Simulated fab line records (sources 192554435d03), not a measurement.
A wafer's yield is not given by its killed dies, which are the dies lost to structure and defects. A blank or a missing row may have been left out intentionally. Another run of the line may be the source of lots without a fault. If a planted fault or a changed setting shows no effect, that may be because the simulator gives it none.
A struck lot beside a sound one	flow n5Finfet	16 out of 1938 route steps
Sound: wafers L536.1, L536.3, L536.4. Struck: wafer L545.6 (left out: L545.1, L545.2 of the same lot, which were not struck); the cause appears at the end.
For every step that has rows: the tool of each side, followed by ch and its chambers, followed by its first start. Under that, the readings that differ: sound wafers	struck wafers	difference of the means	sigmas: that difference in standard deviations of wafers without a fault.
alike: readings whose means differ by less than 2 such deviations, and words and numbers that are the same on both sides. not compared: withheld readings, readings that some wafer has no value for, bounds like >300 that may hide the same value, and numbers for which the record gives no deviation and whose values overlap.
A row with sigmas, a row that says differs or no value, or rows on one side alone: a step with any of these is where the two part. Numbers that don't overlap but have no deviation are shown without sigmas and don't part them. Lack of a reading on every wafer of one side parts them only where that side has two or more wafers.

N5_MOL_CONTACT_COAG_ETCH_106: etches SOC in N2/H2, target depth 80 nm, overetch 16 nm, time 120 s.
  sound on rieDiel-06 ch 0,1,3, day 7 06:15; struck on rieDiel-04 ch 2, day 9 09:52
reading	sound	struck	difference	sigmas
chamberPressureMTorr (mTorr)	30.024 29.991 30.024	29.956	-0.057	-2
  alike: drypumpMotorCurrentA, oesProductAu, rfVppV, showerheadPlenumPTorr, throttleValvePct
  not compared: rfHoursCounterH
then, 2 steps without rows for these wafers: N5_MOL_CONTACT_COAG_STRIP_107 (strips in N2/H2); N5_MOL_CONTACT_COAG_STRIP_108 (strips in N2/H2).
N5_MOL_CONTACT_COAG_CONTACT_ETCH_14: etches SiO2 in C4F6/O2, target depth 27.5 nm, overetch 8.5 nm, time 20 s.
  sound on rieDiel-06 ch 0,1,3, day 7 06:21; struck on rieDiel-04 ch 2, day 9 09:58
  alike: chamberPressureMTorr, drypumpMotorCurrentA, oesProductAu, rfVppV, showerheadPlenumPTorr, throttleValvePct
  not compared: rfHoursCounterH
then, 1 step without rows for these wafers: N5_MOL_CONTACT_COAG_STRIP_109 (strips in C4F6/O2).
N5_MOL_CONTACT_COAG_ETCH_15: etches SiNx in CH3F/O2, stops on Si:P, target depth 7 nm.
  sound on rieDiel-06 ch 0,1,3, day 7 06:23; struck on rieDiel-04 ch 2, day 9 10:00
reading	sound	struck	difference	sigmas
showerheadPlenumPTorr (Torr)	1.96 1.98 1.84	2.07	+0.14	+2
  alike: chamberPressureMTorr, drypumpMotorCurrentA, oesProductAu, rfVppV, throttleValvePct
  not compared: rfHoursCounterH
then, 1 step without rows for these wafers: N5_MOL_CONTACT_COAG_ETCH_110 (etches Si in CF4/O2, target depth 2.5 nm, time 8 s).
N5_MOL_CONTACT_COAG_STRIP_98: strips in N2/H2.
  sound on rieDiel-06 ch 0,1,3, day 7 06:29; struck on rieDiel-04 ch 2, day 9 10:07
  alike: biasPowerW, chamberPressureMTorr, drypumpMotorCurrentA, oesProductAu, rfVppV, showerheadPlenumPTorr, throttleValvePct
  not compared: rfHoursCounterH
N5_MOL_CONTACT_COAG_CD_MEAS_99: target cd 17.2 nm.
  struck on cdSem-01, day 9 10:11; sound on cdSem-03, day 7 06:34
  alike: cdNm
then, 3 steps without rows for these wafers: N5_MOL_CONTACT_COAG_IMPLANT_129; N5_MOL_CONTACT_COAG_PRECLEAN_111 (cleans in NF3:NH3, afs cycles 1, time 20 s, sublimation time 60 s); N5_MOL_CONTACT_COAG_TI_SIL_19 (material Ti, target thk 4.2 nm, time 15 s).
N5_MOL_CONTACT_COAG_ALD_20: deposits TiN, target thk 1.5 nm, pulse time 1 s, purge time 3 s.
  sound on aldMetal-04 ch 0,1,2, day 7 07:14; struck on aldMetal-03 ch 3, day 9 10:56
reading	sound	struck	difference	sigmas
aldCycles	68 68 68	123	+55	
model.TiN_of_MOL_CONTACT_COAG_ALD_20.thkNm (nm)	1.6 1.4 1.6	2.8	+1.3	
  alike: heaterPowerW, precursorPulseHeightRel
N5_MOL_CONTACT_COAG_SIL_ANNEAL_21: time 60 s.
  sound on rtpAnneal-02 ch 0, day 7 07:37; struck on rtpAnneal-01 ch 0, day 9 11:19
reading	sound	struck	difference	sigmas
lampPowerPct (%)	6.87 6.87 6.87	6.50	-0.37	-2
lamp_zone_4_pct (%)	6.87 6.87 6.87	6.50	-0.37	-2
lamp_zone_6_pct (%)	6.80 6.81 6.81	6.44	-0.37	-2
  alike: wafer_temp_C_max
-- here the record skips 3 days between the struck wafers' starts before and after, leaving off in module MOL_CONTACT_COAG and picking up in module BEOL_M4 (first step shown: number 1111 of the route) --
N5_BEOL_M4_RC_MEAS_101:
  sound on prober-01 ch 0, day 10 09:37; struck on prober-01 ch 0, day 12 11:44
reading	sound	struck	difference	sigmas
DIBL_N (mV/V)	34.0 35.9 37.3	30.9	-4.8	-3
DIBL_P (mV/V)	34.9 34.7 38.4	27.9	-8.1	-3
  alike: IOFF_N, IOFF_P, ION_N, ION_P, SS_N, SS_P, VT_N, VT_P
next, for these wafers, 1 step has no rows: N5_PASSIVATION_PROBE_49.

== WHERE THEY PART ==
Earliest at N5_MOL_CONTACT_COAG_ETCH_106; latest, in this record, at N5_BEOL_M4_RC_MEAS_101.

WHY: whatever the simulator had introduced
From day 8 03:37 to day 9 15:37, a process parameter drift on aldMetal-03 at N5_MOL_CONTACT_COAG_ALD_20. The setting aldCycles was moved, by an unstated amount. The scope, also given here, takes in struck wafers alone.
